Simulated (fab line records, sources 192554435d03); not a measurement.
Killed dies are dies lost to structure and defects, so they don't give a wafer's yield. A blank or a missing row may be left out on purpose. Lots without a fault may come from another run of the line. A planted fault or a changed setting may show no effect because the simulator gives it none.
A struck lot beside a sound one | flow n5_finfet | 36 steps out of a route of 1938
Sound: wafers L837.2, L837.3, L837.4. Struck: wafers L833.2, L833.4, L833.5. The cause comes at the end.
At each step with rows: each side's tool, then ch and its chambers, then its first start. Under that, the readings that differ: sound wafers | struck wafers | difference of the means | sigmas: that difference in standard deviations of wafers without a fault.
alike: readings whose means differ by less than 2 such deviations, and words and numbers that are the same on both sides. not compared: withheld readings, readings that some wafer has no value for, bounds like >300 that may hide the same value, and numbers for which the record gives no deviation and whose values overlap.
The two part at a step that has a row with sigmas, a row that says differs or no value, or rows on one side only. Numbers that don't overlap but have no deviation are shown without sigmas and don't part them. A reading that every wafer of one side lacks parts them only if that side has two wafers or more.

first, 12 steps without rows for these wafers: N5_BEOL_M4_SPUTTER_79 (material Cu, target thk 4.5 nm, time 8.29 s); N5_BEOL_M4_ANNEAL_80 (time 240 s); N5_BEOL_M4_SPUTTER_81 (material Cu, target thk 4.5 nm, time 8.29 s); N5_BEOL_M4_ANNEAL_82 (time 240 s); N5_BEOL_M4_SPUTTER_86 (material Cu, target thk 4.5 nm, time 8.29 s); N5_BEOL_M4_ANNEAL_87 (time 240 s); N5_BEOL_M4_SPUTTER_88 (material Cu, target thk 4.5 nm, time 8.29 s); N5_BEOL_M4_ANNEAL_89 (time 240 s); N5_BEOL_M4_SPUTTER_90 (material Cu, target thk 4.5 nm, time 8.29 s); N5_BEOL_M4_ANNEAL_91 (time 240 s); N5_BEOL_M4_SPUTTER_92 (material Cu, target thk 4.5 nm, time 8.29 s); N5_BEOL_M4_ANNEAL_93 (time 240 s).
N5_BEOL_M4_SPUTTER_94: material Cu, target thk 4.5 nm, time 8.29 s.
  sound on pvd_sputter-01, day 14 08:07; struck on pvd_sputter-03, day 13 07:45
  reading                | sound          | struck         | difference | sigmas
  throttle_valve_pct (%) | 28.9 29.4 26.6 | 30.8 30.8 31.3 | +2.7       | +2
  alike: chamber_pressure_pa, chuck_gas_flow_sccm
then, 22 steps without rows for these wafers: N5_BEOL_M4_ANNEAL_95 (time 240 s); N5_BEOL_M4_SPUTTER_96 (material Cu, target thk 4.5 nm, time 8.29 s); N5_BEOL_M4_ECD_50 (material Cu, target thk 300 nm); N5_BEOL_M4_ANNEAL_51 (time 90 s); N5_BEOL_M4_CMP_52 (polishes, stops on SiOC, t overpolish 6.8 s, target thk 40 nm); N5_BEOL_M4_PRE_CLEAN_60 (time 15 s); N5_BEOL_M4_CO_CAP_55 (material Co, precursor CCTBA/H2, target thk 2 nm, time 102.1 s); N5_BEOL_M4_PRE_CLEAN_56 (time 15 s); N5_BEOL_M4_DEP_57 (deposits SiCN from 3MS/NH3, target thk 8 nm, time 14 s); N5_BEOL_M5_ILD_DEP_00 (deposits SiCOH lowk from DEMS/porogen, target thk 140.64 nm, time 25.9 s); N5_BEOL_M5_CURE_79 (cures SiCOH lowk, time 240 s); N5_BEOL_M5_PECVD_70 (deposits SiO2 from TEOS/O2, target thk 16 nm, time 18 s); N5_BEOL_M5_HM_DEP_02 (deposits TiN, target thk 20 nm); N5_BEOL_M5_COAT_59 (time 60 s, resist thk 60 nm); N5_BEOL_M5_COAT_60 (time 60 s, resist thk 12 nm); N5_BEOL_M5_COAT_71 (time 60 s, resist thk 5 nm); N5_BEOL_M5_COAT_05 (resist thk 30 nm); N5_BEOL_M5_EBR_07; N5_BEOL_M5_SOFTBAKE_06 (time 60 s); N5_BEOL_M5_EXPOSE_08 (exposes mask M5, target cd 28 nm); N5_BEOL_M5_PEB_09 (peb time 60 s); N5_BEOL_M5_DEVELOP_10 (develop time 30 s).
-- the record jumps here: 5 days lie between the struck wafers' starts before and after (it left off in module BEOL_M5 and takes up again in module PASSIVATION, whose first step shown is number 1936 of the route) --
N5_PASSIVATION_PROBE_49:
  sound on prober-01, day 19 03:49; struck on prober-02, day 18 02:10
  reading                  | sound          | struck         | difference | sigmas
  defect_limited_yield (%) | 91.0 91.6 90.8 | 87.4 80.2 81.3 | -8.2       | -5
  killed_at_M4_up          | 15 14 18       | 71 140 134     | +99        | +18
  killed_dies              | 106 99 109     | 149 234 221    | +97        | +5
  sort_bin_5_function (%)  | 5.3 4.7 6.3    | 7.5 12.2 12.4  | +5.3       | +5
  sort_bin_6_memory (%)    | 3.3 3.1 2.9    | 3.6 5.2 4.7    | +1.4       | +2
  sort_n_pass              | 1074 1081 1071 | 1031 946 959   | -97        | -5
  sort_yield_pct (%)       | 91.0 91.6 90.8 | 87.4 80.2 81.3 | -8.2       | -5
  alike: killed_at_M0_to_M3, killed_at_contacts, killed_at_front_end, killed_at_other, killed_on_rim, killed_open, killed_short, sort_bin_8_speed

WHERE THEY PART
First at N5_BEOL_M4_SPUTTER_94; last, within this record, at N5_PASSIVATION_PROBE_49.

WHY: what the simulator had put in
Chamber particle source: pvd_sputter-03, from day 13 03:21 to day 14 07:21, at N5_BEOL_M4_SPUTTER_94. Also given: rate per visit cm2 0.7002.
